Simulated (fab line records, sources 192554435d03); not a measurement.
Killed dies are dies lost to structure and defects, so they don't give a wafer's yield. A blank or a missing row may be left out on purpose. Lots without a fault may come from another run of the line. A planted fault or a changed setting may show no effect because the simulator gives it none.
Chamber matching | flow n5_finfet | N5_BEOL_M1_ETCH_70 on rie_diel-03: 4 sister chambers
The step etches SOC in N2/H2, target depth 80 nm, overetch 16 nm, time 120 s. 27 wafers are shown with their chamber, then 12 later ones without.

WAFERS WITH THEIR CHAMBER
wafer  | chamber | drypump_motor_current_A (A) | showerhead_plenum_p_Torr (Torr) | throttle_valve_pct (%)
L075.3 | 2       | 5.1                         | 2.62                            | 17.85
L075.4 | 3       | 5.7                         | 2.53                            | 18.06
L075.6 | 3       | 5.7                         | 2.53                            | 18.03
L074.2 | 3       | 5.7                         | 2.53                            | 18.05
L074.5 | 3       | 5.7                         | 2.53                            | 18.04
L074.6 | 0       | 6.0                         | 2.50                            | 17.54
L076.1 | 2       | 5.0                         | 2.62                            | 17.86
L076.3 | 0       | 6.1                         | 2.50                            | 17.56
L076.5 | 1       | 6.4                         | 2.61                            | 18.22
L078.1 | 1       | 6.3                         | 2.61                            | 18.21
L078.5 | 0       | 6.1                         | 2.50                            | 17.57
L078.6 | 3       | 5.7                         | 2.53                            | 18.07
L080.3 | 0       | 6.0                         | 2.50                            | 17.57
L080.4 | 1       | 6.3                         | 2.61                            | 18.22
L080.6 | 3       | 5.7                         | 2.52                            | 18.05
L082.2 | 0       | 6.0                         | 2.50                            | 17.57
L082.3 | 1       | 6.3                         | 2.61                            | 18.23
L082.6 | 3       | 5.7                         | 2.52                            | 18.08
L086.2 | 2       | 5.0                         | 2.61                            | 17.46
L086.4 | 0       | 6.0                         | 2.49                            | 17.59
L086.5 | 0       | 6.0                         | 2.49                            | 17.60
L088.2 | 0       | 6.0                         | 2.49                            | 17.60
L088.5 | 2       | 5.0                         | 2.61                            | 17.47
L088.6 | 3       | 5.7                         | 2.52                            | 18.11
L089.1 | 3       | 5.7                         | 2.52                            | 18.10
L089.4 | 0       | 6.0                         | 2.49                            | 17.60
L089.6 | 3       | 5.7                         | 2.52                            | 18.11

SIGNATURES (means of the wafers above)
reading                  | chamber 0 | chamber 1 | chamber 2 | chamber 3 | scatter within a chamber
drypump_motor_current_A  | 6.022     | 6.325     | 5.025     | 5.700     | 0.0364
showerhead_plenum_p_Torr | 2.4956    | 2.6100    | 2.6150    | 2.5250    | 0.00499
throttle_valve_pct       | 17.5778   | 18.2200   | 17.6600   | 18.0700   | 0.0843
Rule: a wafer's distance from a chamber is the root of the sum, over the readings, of the square of ((its reading less the chamber's mean) divided by the reading's scatter). The wafer belongs to the nearest chamber; if the next one is less than 2 further off, it can't be placed. The scatter: the root of (the sum of the squares of (reading less its chamber's mean) over the shown wafers, divided by (wafers less chambers)).

WAFERS WITHOUT THEIR CHAMBER
wafer  | drypump_motor_current_A (A) | showerhead_plenum_p_Torr (Torr) | throttle_valve_pct (%)
L090.2 | 6.3                         | 2.60                            | 17.87
L090.4 | 5.0                         | 2.61                            | 17.47
L090.5 | 5.7                         | 2.51                            | 18.11
L092.4 | 5.1                         | 2.61                            | 17.48
L092.5 | 6.3                         | 2.60                            | 17.88
L092.6 | 5.7                         | 2.51                            | 18.10
L093.1 | 6.3                         | 2.60                            | 17.90
L093.2 | 5.0                         | 2.60                            | 17.47
L093.6 | 6.3                         | 2.60                            | 17.90
L096.3 | 5.7                         | 2.51                            | 18.13
L096.4 | 5.7                         | 2.51                            | 18.14
L096.6 | 6.3                         | 2.60                            | 17.91

WHICH CHAMBER EACH WENT THROUGH
wafer  | from the rows above | in truth
L090.2 | 1                   | 1
L090.4 | 2                   | 2
L090.5 | 3                   | 3
L092.4 | 2                   | 2
L092.5 | 1                   | 1
L092.6 | 3                   | 3
L093.1 | 1                   | 1
L093.2 | 2                   | 2
L093.6 | 1                   | 1
L096.3 | 3                   | 3
L096.4 | 3                   | 3
L096.6 | 1                   | 1
Placed correctly: 12 of 12. Can't be placed from these rows: 0. Placed wrongly: 0.
